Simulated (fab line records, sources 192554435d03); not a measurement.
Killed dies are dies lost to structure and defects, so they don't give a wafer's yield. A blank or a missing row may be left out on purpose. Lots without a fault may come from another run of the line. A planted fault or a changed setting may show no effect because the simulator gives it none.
fab line records | flow n5_finfet
record lots=5 wafers=15 last_day=17
route steps=1938 shown BEOL_M4@1110 BEOL_M5@1112
lots that met no fault: from a run of the same line without faults
start_h: hours from the record's first day to the start of the lot's first wafer shown | wait_h: hours since the lot's step before | " the same as in the row above | L1.1+2: a row that stands for several wafers | - no value, or no start given | * or withheld: withheld | < > ~ a bound
route shown NAME@n: a module of which the file shows steps, and the number in the route of the first | usual: mean/standard deviation of fault-free wafers | same: alike in all rows | chamber/n: place in a boat | sites: the reading at each site | _std_site: their standard deviation | _edge_site: outer sites' mean less inner sites' | radius_mm: how far each site lies from the wafer's centre | mask NAME#n: copy n | behind: the tool/chamber that last shaped the wafer | hold: why the lot was held/for how many hours/how that ended | device: the transistor (n, p or np) that didn't switch | end of line: the same wafers' tests at the end of the route | a step without rows: its recipe alone | killed: dies lost to structure and defects at the first sort, not the wafer's yield | map: a wafer's dies, x killed, . not, _ none there
set.NAME: the setting as run; set.NAME@STEP: as run at that earlier step | model.NAME: the simulator's own value behind a step, which no gauge read
lots at some steps of the route; a table a step, a row a wafer
services: from which hour (start_h, from the record's first day; less than 0 if before it) a tool's chamber was out of use, for how many hours, and why
## steps
# step N5_BEOL_M4_INSPECT_59
# recipe inspect_instrument=darkfield mode=post_dep
# usual raw_defect_count=69/26
# columns lot.wafer tool chamber start_h wait_h raw_defect_count
L076.2 defect_inspect-02 - 175.37 0.0 75
L076.3 " - " " 68
L076.5 " - " " 52
L077.1 defect_inspect-01 - 181.31 0.0 81
L077.3 " - " " 32
L077.4 " - " " 63
L093.1 defect_inspect-02 - 267.41 0.0 39
L093.2 " - " " 45
L093.3 " - " " 32
L094.1 defect_inspect-02 - 287.91 0.0 84
L094.5 " - " " 48
L094.6 " - " " 94
L097.2 defect_inspect-02 - 298.07 0.0 83
L097.4 " - " " 81
L097.6 " - " " 77
# step N5_BEOL_M4_RC_MEAS_101
# usual DIBL_N=36.3/1.7 DIBL_P=36.5/1.8 IOFF_N=0.16/0.033 IOFF_P=0.21/0.037 ION_N=675/11 ION_P=462/7.9 SS_N=71.6/0.64 SS_P=73.3/0.68 VT_N=249/3.3 VT_P=-250/3.3
# columns lot.wafer tool chamber start_h wait_h DIBL_N[mV/V] DIBL_P[mV/V] IOFF_N[nA/um] IOFF_P[nA/um] ION_N[uA/um] ION_P[uA/um] SS_N[mV/dec] SS_P[mV/dec] VT_N[mV] VT_P[mV]
L076.2 prober-01 0 175.55 0.2 35.6 35.6 0.13 0.20 666 458 71.0 73.5 254 -250
L076.3 " 0 " " 35.3 35.5 0.13 0.20 659 456 70.8 73.4 255 -252
L076.5 " 0 " " 35.4 35.7 0.13 0.20 668 459 70.8 73.3 253 -251
L077.1 prober-01 0 181.33 0.0 34.9 34.8 0.13 0.16 664 456 71.2 72.7 253 -254
L077.3 " 0 " " 33.9 33.9 0.11 0.14 660 451 70.9 72.4 255 -257
L077.4 " 0 " " 35.0 34.9 0.12 0.15 666 454 70.9 72.6 254 -254
L093.1 prober-01 0 267.45 0.0 35.8 34.5 0.14 0.20 665 465 71.5 71.9 254 -250
L093.2 " 0 " " 36.5 34.3 0.15 0.20 667 457 71.8 72.8 252 -249
L093.3 " 0 " " 38.4 38.6 0.19 0.27 675 465 72.3 73.7 249 -246
L094.1 prober-02 0 287.94 0.0 35.1 35.5 0.16 0.19 689 469 72.3 73.0 248 -250
L094.5 " 0 " " 34.9 34.7 0.15 0.19 681 466 70.9 72.8 250 -249
L094.6 " 0 " " 33.3 33.1 0.13 0.17 679 465 70.6 73.0 251 -254
L097.2 prober-01 0 298.25 0.2 32.8 33.7 0.12 0.16 669 457 70.7 73.0 256 -253
L097.4 " 0 " " 34.1 35.2 0.14 0.18 660 457 71.2 72.9 252 -253
L097.6 " 0 " " 35.7 36.5 0.15 0.19 671 453 71.1 73.8 251 -254
# step N5_BEOL_M5_ILD_DEP_00
# recipe material=SiCOH_lowk target_thk_a=1406.4 temp_c=300 precursor=DEMS/porogen pressure_torr=5 rf_w=500 time_s=25.9
# usual chamber_pressure_Torr=5.001/0.011 heater_power_w=289/37 showerhead_plenum_p_Torr=5.738/0.013 throttle_valve_pct=13.8/0.63
# same time_s=25.9
# columns lot.wafer tool chamber start_h wait_h chamber_pressure_Torr heater_power_w showerhead_plenum_p_Torr throttle_valve_pct
L076.2 pecvd-02 0 176.36 0.7 5.014 367 5.727 14.6
L076.3 " 1 " " 4.987 218 5.762 13.5
L076.5 " 0 " " 5.014 365 5.727 14.4
L077.1 pecvd-04 2 182.30 0.8 4.999 250 5.742 14.8
L077.3 " 1 " " 4.989 310 5.716 14.0
L077.4 " 1 " " 4.997 329 5.713 14.1
L093.1 pecvd-04 1 268.41 0.8 5.003 296 5.737 14.1
L093.2 " 0 " " 5.007 246 5.738 13.9
L093.3 " 2 " " 4.996 249 5.721 12.3
L094.1 pecvd-02 1 288.91 0.8 5.004 235 5.755 13.4
L094.5 " 1 " " 5.005 233 5.755 13.5
L094.6 " 0 " " 4.988 380 5.738 14.7
L097.2 pecvd-02 0 299.06 0.7 5.009 336 5.720 14.5
L097.4 " 0 " " 5.008 336 5.725 14.8
L097.6 " 2 " " 5.000 275 5.720 12.7
# step N5_BEOL_M5_CURE_79
# recipe temp_c=385 time_s=240 ambient=He/Ar material=SiCOH_lowk
# usual lamp_power_pct=52.32/0.057 wafer_temp_C_max=386.6/0.68
# same time_s=240
# columns lot.wafer tool chamber start_h wait_h lamp_power_pct wafer_temp_C_max
L076.2 uv_cure-02 1 176.50 0.1 52.21 386.5
L076.3 " 1 " " 52.38 385.7
L076.5 " 1 " " 52.33 386.4
L077.1 uv_cure-02 2 182.36 0.0 52.29 386.6
L077.3 " 2 " " 52.40 386.6
L077.4 " 2 " " 52.33 386.4
L093.1 uv_cure-03 2 268.47 0.0 52.30 385.7
L093.2 " 2 " " 52.31 386.2
L093.3 " 2 " " 52.35 385.7
L094.1 uv_cure-03 2 288.99 0.1 52.33 385.9
L094.5 " 2 " " 52.36 386.4
L094.6 " 2 " " 52.42 386.4
L097.2 uv_cure-02 2 299.28 0.2 52.27 386.3
L097.4 " 2 " " 52.22 385.9
L097.6 " 2 " " 52.33 386.2
# step N5_BEOL_M5_THK_MEAS_01
# recipe reads=SiCOH_lowk_of_BEOL_M5_ILD_DEP_00
# usual M5_ILD_THK=120.9/1.9
# columns lot.wafer tool chamber start_h wait_h M5_ILD_THK[nm]
L076.2 film_metro-02 - 176.93 0.4 122.6
L076.3 " - " " 121.2
L076.5 " - " " 124.5
L077.1 film_metro-02 - 182.87 0.4 122.1
L077.3 " - " " 119.3
L077.4 " - " " 121.6
L093.1 film_metro-02 - 268.98 0.4 117.1
L093.2 " - " " 119.5
L093.3 " - " " 119.9
L094.1 film_metro-02 - 290.00 0.8 120.9
L094.5 " - " " 124.6
L094.6 " - " " 123.5
L097.2 film_metro-02 - 300.13 0.7 119.0
L097.4 " - " " 121.0
L097.6 " - " " 119.2
# step N5_BEOL_M5_PECVD_70
# recipe material=SiO2 target_thk_a=160 temp_c=400 precursor=TEOS/O2 pressure_torr=5.5 rf_w=450 teos_flow_sccm=53.8 gas=O2 flow_sccm=3000 time_s=18
# usual chamber_pressure_Torr=5.500/0.011 heater_power_w=664/69 showerhead_plenum_p_Torr=8.77/0.05 throttle_valve_pct=22.2/1.1
# same time_s=18
# columns lot.wafer tool chamber start_h wait_h chamber_pressure_Torr heater_power_w showerhead_plenum_p_Torr throttle_valve_pct
L076.2 pecvd-04 2 176.97 0.0 5.520 677 8.78 23.9
L076.3 " 1 " " 5.483 736 8.72 22.8
L076.5 " 0 " " 5.495 648 8.75 22.3
L077.1 pecvd-03 1 182.91 0.0 5.512 773 8.85 22.3
L077.3 " 2 " " 5.495 701 8.83 21.7
L077.4 " 1 " " 5.520 756 8.86 22.3
L093.1 pecvd-04 1 269.02 0.0 5.490 684 8.72 22.8
L093.2 " 0 " " 5.510 625 8.73 22.6
L093.3 " 2 " " 5.501 658 8.76 20.0
L094.1 pecvd-04 0 290.03 0.0 5.501 619 8.75 22.9
L094.5 " 1 " " 5.502 763 8.75 22.8
L094.6 " 0 " " 5.500 633 8.74 22.4
L097.2 pecvd-03 0 300.16 0.0 5.518 691 8.75 23.0
L097.4 " 2 " " 5.488 705 8.82 22.3
L097.6 " 1 " " 5.496 734 8.85 22.3
# step N5_BEOL_M5_HM_DEP_02
# recipe material=TiN target_thk_a=200 temp_c=25 chamber_pressure_pa=0.49996
# usual throttle_valve_pct=30.5/0.89
# columns lot.wafer tool chamber start_h wait_h throttle_valve_pct
L076.2 pvd_sputter-01 - 177.83 0.8 32.1
L076.3 " - " " 30.5
L076.5 " - " " 31.8
L077.1 pvd_sputter-03 - 184.77 1.8 31.3
L077.3 " - " " 29.6
L077.4 " - " " 29.5
L093.1 pvd_sputter-01 - 270.00 1.0 30.1
L093.2 " - " " 31.4
L093.3 " - " " 32.0
L094.1 pvd_sputter-02 - 290.42 0.4 29.6
L094.5 " - " " 29.6
L094.6 " - " " 30.7
L097.2 pvd_sputter-03 - 300.74 0.6 29.9
L097.4 " - " " 31.3
L097.6 " - " " 31.5
# step N5_BEOL_M5_COAT_59
# recipe resist=SOC temp_c=250 time_s=60 spin_rpm=1500 resist_thk_nm=60
# usual resist_line_temp_C=23.01/0.089
# same time_s=60
# columns lot.wafer tool chamber start_h wait_h resist_line_temp_C
L076.2 litho_track-02 0 177.95 0.1 23.01
L076.3 " 0 " " 22.93
L076.5 " 0 " " 22.96
L077.1 litho_track-03 0 184.90 0.1 22.91
L077.3 " 0 " " 23.06
L077.4 " 0 " " 23.01
L093.1 litho_track-02 0 270.12 0.1 23.00
L093.2 " 0 " " 23.09
L093.3 " 0 " " 23.05
L094.1 litho_track-04 0 290.54 0.1 22.97
L094.5 " 0 " " 22.95
L094.6 " 0 " " 22.98
L097.2 litho_track-03 0 300.87 0.1 22.99
L097.4 " 0 " " 22.98
L097.6 " 0 " " 23.14
# step N5_BEOL_M5_COAT_60
# recipe resist=SiARC temp_c=220 time_s=60 spin_rpm=1500 resist_thk_nm=12
# usual resist_line_temp_C=23.01/0.11
# same time_s=60
# columns lot.wafer tool chamber start_h wait_h resist_line_temp_C
L076.2 litho_track-02 0 - - 23.07
L076.3 " 0 " " 22.87
L076.5 " 0 " " 23.03
L077.1 litho_track-03 0 - - 22.98
L077.3 " 0 " " 22.96
L077.4 " 0 " " 22.99
L093.1 litho_track-02 0 - - 23.10
L093.2 " 0 " " 23.16
L093.3 " 0 " " 23.12
L094.1 litho_track-04 0 - - 23.03
L094.5 " 0 " " 23.07
L094.6 " 0 " " 22.99
L097.2 litho_track-03 0 - - 22.88
L097.4 " 0 " " 22.87
L097.6 " 0 " " 22.84
# step N5_BEOL_M5_COAT_71
# recipe resist=underlayer temp_c=205 time_s=60 spin_rpm=1500 resist_thk_nm=5
# usual resist_line_temp_C=23.01/0.1
# same time_s=60
# columns lot.wafer tool chamber start_h wait_h resist_line_temp_C
L076.2 litho_track-02 0 - - 23.05
L076.3 " 0 " " 23.13
L076.5 " 0 " " 23.14
L077.1 litho_track-03 0 - - 22.83
L077.3 " 0 " " 22.69
L077.4 " 0 " " 22.93
L093.1 litho_track-02 0 - - 22.90
L093.2 " 0 " " 22.83
L093.3 " 0 " " 22.88
L094.1 litho_track-04 0 - - 23.04
L094.5 " 0 " " 22.97
L094.6 " 0 " " 22.98
L097.2 litho_track-03 0 - - 23.08
L097.4 " 0 " " 23.02
L097.6 " 0 " " 23.05
# step N5_BEOL_M5_COAT_05
# recipe resist=CAR-EUV spin_rpm=1500 resist_thk_nm=30
# usual resist_line_temp_C=22.99/0.1
# columns lot.wafer tool chamber start_h wait_h resist_line_temp_C
L076.2 litho_track-02 0 - - 23.17
L076.3 " 0 " " 23.08
L076.5 " 0 " " 23.05
L077.1 litho_track-03 0 - - 23.13
L077.3 " 0 " " 23.17
L077.4 " 0 " " 23.19
L093.1 litho_track-02 0 - - 22.88
L093.2 " 0 " " 23.09
L093.3 " 0 " " 22.87
L094.1 litho_track-04 0 - - 23.12
L094.5 " 0 " " 23.07
L094.6 " 0 " " 23.00
L097.2 litho_track-03 0 - - 23.09
L097.4 " 0 " " 22.91
L097.6 " 0 " " 23.08
# step N5_BEOL_M5_EBR_07
# recipe solvent=PGMEA ebr_width_mm=1.5
# usual resist_line_temp_C=23.01/0.12
# columns lot.wafer tool chamber start_h wait_h resist_line_temp_C
L076.2 litho_track-02 0 - - 23.03
L076.3 " 0 " " 22.89
L076.5 " 0 " " 22.95
L077.1 litho_track-03 0 - - 23.19
L077.3 " 0 " " 23.00
L077.4 " 0 " " 22.96
L093.1 litho_track-02 0 - - 23.03
L093.2 " 0 " " 22.97
L093.3 " 0 " " 23.07
L094.1 litho_track-04 0 - - 22.85
L094.5 " 0 " " 22.99
L094.6 " 0 " " 22.85
L097.2 litho_track-03 0 - - 22.96
L097.4 " 0 " " 23.04
L097.6 " 0 " " 22.85
# step N5_BEOL_M5_SOFTBAKE_06
# recipe temp_c=110 time_s=60 resist=CAR-EUV
# usual resist_line_temp_C=23.00/0.1
# same time_s=60
# columns lot.wafer tool chamber start_h wait_h resist_line_temp_C
L076.2 litho_track-02 0 - - 23.03
L076.3 " 0 " " 22.86
L076.5 " 0 " " 22.96
L077.1 litho_track-03 0 - - 22.97
L077.3 " 0 " " 22.98
L077.4 " 0 " " 22.94
L093.1 litho_track-02 0 - - 23.08
L093.2 " 0 " " 23.00
L093.3 " 0 " " 22.88
L094.1 litho_track-04 0 - - 23.07
L094.5 " 0 " " 23.07
L094.6 " 0 " " 23.07
L097.2 litho_track-03 0 - - 22.69
L097.4 " 0 " " 23.06
L097.6 " 0 " " 22.87
# step N5_BEOL_M5_EXPOSE_08
# recipe mask_id=M5 na=0.33 source_shape=annular sigma_inner=0.4 sigma_outer=0.8 polarization=unpolarized target_cd_nm=28 dose_mj=35.75
# columns lot.wafer tool chamber start_h wait_h mask
L076.2+3+5 euv_scanner-02 0 178.22 - M5#0
L077.1+3+4 euv_scanner-01 0 185.04 - M5#0
L093.1+2+3 euv_scanner-02 0 270.39 - M5#0
L094.1+5+6 euv_scanner-01 0 290.68 - M5#0
L097.2+4+6 euv_scanner-02 0 301.13 - M5#0
# step N5_BEOL_M5_PEB_09
# recipe peb_temp_c=100 peb_time_s=60 resist=CAR-EUV
# usual resist_line_temp_C=22.99/0.12
# columns lot.wafer tool chamber start_h wait_h resist_line_temp_C
L076.2 litho_track-04 0 178.28 0.0 22.87
L076.3 " 0 " " 22.86
L076.5 " 0 " " 22.81
L077.1 litho_track-04 0 185.10 0.1 23.34
L077.3 " 0 " " 23.11
L077.4 " 0 " " 23.13
L093.1 litho_track-04 0 270.45 0.1 23.02
L093.2 " 0 " " 23.05
L093.3 " 0 " " 22.92
L094.1 litho_track-03 0 290.74 0.1 23.04
L094.5 " 0 " " 23.08
L094.6 " 0 " " 22.99
L097.2 litho_track-03 0 301.19 0.0 22.90
L097.4 " 0 " " 22.93
L097.6 " 0 " " 22.69
# step N5_BEOL_M5_DEVELOP_10
# recipe develop_time_s=30 developer=TMAH resist=CAR-EUV rinse_liquid=surfactant_rinse dry=air_spin dev_temp_c=23
# usual resist_line_temp_C=23.01/0.1
# columns lot.wafer tool chamber start_h wait_h resist_line_temp_C
L076.2 litho_track-04 0 - - 23.10
L076.3 " 0 " " 22.94
L076.5 " 0 " " 22.90
L077.1 litho_track-04 0 - - 22.91
L077.3 " 0 " " 22.98
L077.4 " 0 " " 22.86
L093.1 litho_track-04 0 - - 23.07
L093.2 " 0 " " 23.16
L093.3 " 0 " " 23.19
L094.1 litho_track-03 0 - - 23.15
L094.5 " 0 " " 23.14
L094.6 " 0 " " 23.08
L097.2 litho_track-03 0 - - 23.09
L097.4 " 0 " " 22.92
L097.6 " 0 " " 23.02
# step N5_BEOL_M5_CD_MEAS_11
# recipe target_cd_nm=27.74 landing_energy_ev=500 detector=se_inlens
# usual cd_nm=28.05/0.26
# columns lot.wafer tool chamber start_h wait_h cd_nm
L076.2 cd_sem-02 0 178.34 - 27.96
L076.3 " 0 " " 28.13
L076.5 " 0 " " 28.23
L077.1 cd_sem-01 0 185.16 - 28.35
L077.3 " 0 " " 28.21
L077.4 " 0 " " 28.12
L093.1 cd_sem-03 0 270.51 - 27.46
L093.2 " 0 " " 27.78
L093.3 " 0 " " 27.60
L094.1 cd_sem-01 0 290.81 - 28.26
L094.5 " 0 " " 27.90
L094.6 " 0 " " 28.17
L097.2 cd_sem-01 0 301.26 - 28.29
L097.4 " 0 " " 28.07
L097.6 " 0 " " 27.86
# step N5_BEOL_M5_OVL_MEAS_12
# recipe points_per_wafer=522
# usual M5_OVL=-0.3/0.69
# columns lot.wafer tool chamber start_h wait_h M5_OVL[nm]
L076.2 overlay-02 0 178.38 0.0 -0.3
L076.3 " 0 " " -0.4
L076.5 " 0 " " -1.0
L077.1 overlay-01 0 185.19 0.0 0.2
L077.3 " 0 " " 0.8
L077.4 " 0 " " -0.1
L093.1 overlay-02 0 270.54 0.0 -2.4
L093.2 " 0 " " -2.1
L093.3 " 0 " " -2.2
L094.1 overlay-02 0 290.84 0.0 -1.0
L094.5 " 0 " " -1.0
L094.6 " 0 " " -0.2
L097.2 overlay-02 0 301.29 0.0 0.1
L097.4 " 0 " " -0.9
L097.6 " 0 " " -0.2
# step N5_BEOL_M5_INSPECT_13
# recipe mode=adi inspect_instrument=brightfield
# usual raw_defect_count=408/87
# columns lot.wafer tool chamber start_h wait_h raw_defect_count
L076.2 defect_inspect-01 - 178.43 0.0 401
L076.3 " - " " 302
L076.5 " - " " 445
L077.1 defect_inspect-02 - 185.25 0.1 410
L077.3 " - " " 310
L077.4 " - " " 474
L093.1 defect_inspect-02 - 270.60 0.1 478
L093.2 " - " " 366
L093.3 " - " " 423
L094.1 defect_inspect-02 - 290.90 0.1 540
L094.5 " - " " 350
L094.6 " - " " 493
L097.2 defect_inspect-01 - 301.35 0.0 371
L097.4 " - " " 454
L097.6 " - " " 395
# step N5_BEOL_M5_DESCUM_16
# recipe chemistry=O2 time_s=7 source_power_w=50 bias_power_w=20 pressure_mtorr=20 rf_frequency_hz=2.712e+07 temp_c=40 resist=CAR-EUV o2_flow_sccm=225
# usual drypump_motor_current_A=5.9/0.39 oes_product_au=0.75/0.066 rf_vpp_V=243.0/1.4 showerhead_plenum_p_Torr=2.09/0.061 temp_c=40.00/0.11 throttle_valve_pct=20.52/0.22
# same time_s=7
# columns lot.wafer tool chamber start_h wait_h drypump_motor_current_A oes_product_au rf_hours_counter_h rf_vpp_V showerhead_plenum_p_Torr temp_c throttle_valve_pct
L076.2 rie_diel-02 2 178.46 0.0 6.3 0.72 170 243.6 2.18 40.08 20.60
L076.3 " 3 " " 5.9 0.72 223 241.7 2.06 39.86 20.19
L076.5 " 3 " " 5.8 0.72 - 242.2 2.06 39.84 20.19
L077.1 rie_diel-05 1 185.30 0.0 6.3 0.69 227 245.1 2.16 40.07 20.47
L077.3 " 3 " " 6.1 0.78 100 240.3 2.04 39.89 20.47
L077.4 " 0 " " 6.1 0.82 67 242.8 2.12 40.01 20.57
L093.1 rie_diel-04 3 270.64 0.0 5.2 0.95 17 241.6 2.07 40.13 19.91
L093.2 " 0 " " 5.2 0.71 222 240.8 1.97 40.05 20.48
L093.3 " 2 " " 6.2 0.73 187 242.6 2.08 39.90 20.69
L094.1 rie_diel-04 0 291.12 0.2 5.2 0.70 223 240.8 1.97 40.01 20.49
L094.5 " 2 " " 6.2 0.72 - 242.7 2.08 39.92 20.69
L094.6 " 3 " " 5.2 0.94 - 241.2 2.07 39.94 19.92
L097.2 rie_diel-05 1 301.38 0.0 6.3 0.95 3 245.7 2.15 40.08 20.00
L097.4 " 0 " " 6.1 0.78 108 243.1 2.10 40.00 20.62
L097.6 " 2 " " 5.4 0.68 - 245.0 2.16 39.87 20.36
# step N5_BEOL_M5_ETCH_72
# recipe chemistry=N2/H2 target=underlayer target_depth_a=65 mask_material=CAR-EUV time_s=5.2 ion_energy_ev=200 pressure_mtorr=30 source_w=840 bias_w=150 n2_flow_sccm=200 h2_flow_sccm=200 ends=cleared
# usual drypump_motor_current_A=5.9/0.38 etch_rf_on_time_s=5.22/0.098 h2_flow_sccm=200.0/0.61 oes_product_au=0.64/0.058 rf_vpp_V=523.7/2.3 showerhead_plenum_p_Torr=2.54/0.076 throttle_valve_pct=17.93/0.23
# columns lot.wafer tool chamber start_h wait_h drypump_motor_current_A etch_rf_on_time_s h2_flow_sccm oes_product_au rf_hours_counter_h rf_vpp_V showerhead_plenum_p_Torr throttle_valve_pct
L076.2 rie_diel-02 2 178.50 0.0 6.3 5.24 199.6 0.61 170 525.8 2.64 17.96
L076.3 " 3 " " 5.9 5.24 200.1 0.61 223 522.3 2.51 17.76
L076.5 " 3 " " 5.8 5.27 200.2 0.60 - 523.1 2.51 17.77
L077.1 rie_diel-05 1 185.33 0.0 6.3 5.21 200.4 0.59 227 524.8 2.62 17.90
L077.3 " 3 " " 6.1 5.07 199.6 0.68 100 522.3 2.44 17.59
L077.4 " 0 " " 6.1 5.05 200.0 0.71 67 526.1 2.57 17.94
L093.1 rie_diel-04 3 270.67 0.0 5.3 4.98 199.4 0.82 17 523.1 2.49 17.14
L093.2 " 0 " " 5.2 5.19 200.0 0.60 222 519.9 2.41 17.97
L093.3 " 2 " " 6.2 5.17 200.6 0.61 187 524.8 2.52 18.05
L094.1 rie_diel-04 0 291.16 0.0 5.2 5.27 200.2 0.60 223 521.5 2.41 17.98
L094.5 " 2 " " 6.2 5.17 199.5 0.61 - 523.0 2.52 18.04
L094.6 " 3 " " 5.2 5.02 200.5 0.81 - 519.8 2.49 17.16
L097.2 rie_diel-05 1 301.41 0.0 6.3 5.22 200.6 0.81 3 524.4 2.61 17.40
L097.4 " 0 " " 6.1 5.13 200.2 0.68 108 524.5 2.55 17.99
L097.6 " 2 " " 5.4 5.33 199.4 0.59 - 521.8 2.63 17.85
# step N5_BEOL_M5_ETCH_61
# recipe chemistry=CF4 target=SiARC target_depth_a=156 mask_material=CAR-EUV time_s=26 ion_energy_ev=80 pressure_mtorr=40 source_w=545 bias_w=36 Ar_flow_sccm=100 cf4_flow_sccm=100 ends=cleared
# usual drypump_motor_current_A=5.9/0.39 etch_rf_on_time_s=26.2/0.44 oes_product_au=0.64/0.057 rf_vpp_V=183.9/1.1 showerhead_plenum_p_Torr=2.14/0.058 throttle_valve_pct=15.72/0.19
# columns lot.wafer tool chamber start_h wait_h drypump_motor_current_A etch_rf_on_time_s oes_product_au rf_hours_counter_h rf_vpp_V showerhead_plenum_p_Torr throttle_valve_pct
L076.2 rie_diel-02 2 178.52 0.0 6.3 25.9 0.62 170 186.7 2.22 15.76
L076.3 " 3 " " 5.8 26.5 0.61 223 184.0 2.12 15.53
L076.5 " 3 " " 5.9 26.2 0.61 - 186.6 2.12 15.53
L077.1 rie_diel-05 1 185.35 0.0 6.3 26.5 0.58 227 185.1 2.22 15.71
L077.3 " 3 " " 6.1 25.4 0.68 100 180.8 2.09 15.65
L077.4 " 0 " " 6.1 25.4 0.71 67 183.8 2.18 15.74
L093.1 rie_diel-04 3 270.69 0.0 5.3 25.3 0.81 17 183.6 2.10 15.00
L093.2 " 0 " " 5.2 26.5 0.60 222 183.9 2.04 15.85
L093.3 " 2 " " 6.2 26.2 0.61 187 184.0 2.13 15.90
L094.1 rie_diel-04 0 291.18 0.0 5.2 26.3 0.60 223 183.0 2.04 15.85
L094.5 " 2 " " 6.2 26.0 0.60 - 185.1 2.13 15.91
L094.6 " 3 " " 5.3 25.0 0.81 - 183.4 2.10 15.03
L097.2 rie_diel-05 1 301.43 0.0 6.3 26.0 0.82 3 184.8 2.21 15.23
L097.4 " 0 " " 6.1 25.4 0.67 108 184.0 2.16 15.84
L097.6 " 2 " " 5.3 26.6 0.58 - 184.0 2.20 15.61
## services
# columns tool chamber start_h hours kind
pecvd-02 0 153.68 4.6 repair
uv_cure-03 - 153.83 7.5 pm
rie_diel-02 3 155.23 9.1 repair
euv_scanner-02 - 156.12 1.0 pm
euv_scanner-01 - 169.13 1.0 pm
uv_cure-03 - 172.34 11.0 repair
rie_diel-04 2 180.80 8.5 repair
rie_diel-02 - 189.99 2.8 pm
euv_scanner-01 - 208.25 1.9 repair
euv_scanner-02 - 212.27 1.0 pm
uv_cure-02 - 221.70 1.0 pm
rie_diel-04 1 229.69 7.4 repair
euv_scanner-02 - 241.70 4.6 pm
uv_cure-02 - 248.79 5.7 repair
uv_cure-02 - 259.17 1.2 repair
rie_diel-05 3 265.18 6.2 repair
euv_scanner-02 - 265.96 0.2 repair
euv_scanner-02 - 268.42 1.0 pm
rie_diel-04 - 273.42 14.6 pm
rie_diel-02 0 279.54 8.0 repair
uv_cure-02 - 287.91 0.4 repair
rie_diel-02 0 289.38 4.3 repair
euv_scanner-02 - 296.18 2.4 repair
euv_scanner-02 - 301.42 5.8 pm
## key
fault none
